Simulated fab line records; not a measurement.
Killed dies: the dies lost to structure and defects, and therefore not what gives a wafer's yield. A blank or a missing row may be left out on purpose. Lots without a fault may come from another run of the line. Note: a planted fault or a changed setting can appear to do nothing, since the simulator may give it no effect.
The same fault as seen by 2 desks | flow nand harc | what lay behind the numbers comes last; until then each desk has only its own

THE METROLOGY DESK
What the gauges read for every lot (on any tool): the sampled wafers with a number, averaged. A lot is out of limits, marked OUT, if its mean lies more than 4 standard deviations from the usual mean; the brackets give that distance.
Columns: A = thk nm at NHARC_A_SOURCE_PLATE_THK_MEAS_09, usual 9.6 nm; B = thk nm at NHARC_A_SOURCE_PLATE_THK_MEAS_06, usual 199.2 nm; C = thk nm at NHARC_A_ONON_D1_THK_MEAS_02, usual 1000 nm
lot  | first seen here | A    | B     | C
L630 | day 8 13:53     | 8.7  | 202.4 | 998
L636 | day 11 02:37    | 9.8  | 196.5 | 1158 (+23) OUT
L638 | day 11 19:05    | 10.0 | 198.3 | 1252 (+37) OUT
L640 | day 12 11:32    | 9.2  | 201.3 | 1252 (+37) OUT
L642 | day 13 04:58    | 8.8  | 198.7 | 1001
L647 | day 15 11:19    | 10.0 | 199.1 | 999
L649 | day 16 09:49    | 9.4  | 198.8 | 1014
This desk finds L636, L638, L640 out of limits, L636 being first, at day 11 16:07 (thk nm at NHARC_A_ONON_D1_THK_MEAS_02). L630, L642, L647, L649 stayed within limits.

THE DEFECT DESK
Counts from the inspections along the route, per lot, as means over the sampled wafers that have a number. A lot is out of limits, marked OUT, if its mean lies more than 4 standard deviations from the usual mean; the brackets give that distance.
Columns: A = raw defect count at NHARC_A_ZERO_WELL_INSPECT_17, usual 10; B = raw defect count at NHARC_A_SOURCE_PLATE_INSPECT_08, usual 63
lot  | first seen here | A  | B
L630 | day 8 06:37     | 11 | 56
L636 | day 10 19:25    | 12 | 64
L638 | day 11 10:29    | 18 | 72
L640 | day 12 04:47    | 3  | 28
L642 | day 12 22:56    | 13 | 59
L647 | day 15 04:07    | 9  | 74
L649 | day 16 03:01    | 8  | 63
This desk's finding: nothing out of limits on any of the 7 lots.

PUT TOGETHER
L636, L638, L640 would have let the metrology desk raise an alarm at day 11 16:07.
Nothing out of limits was seen by the defect desk.
The defect desk has L636, L638, L640 on record, within its limits.
On pecvd onon-02, each named lot ran NHARC_A_ONON_D1_DEP_00.

WHAT THE SIMULATOR PUT IN
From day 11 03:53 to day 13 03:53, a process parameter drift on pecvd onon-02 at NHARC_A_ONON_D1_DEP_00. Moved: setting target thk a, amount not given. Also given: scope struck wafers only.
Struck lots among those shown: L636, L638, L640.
Delay in hours, fault start to first out-of-limits reading, per desk: metrology desk 12.
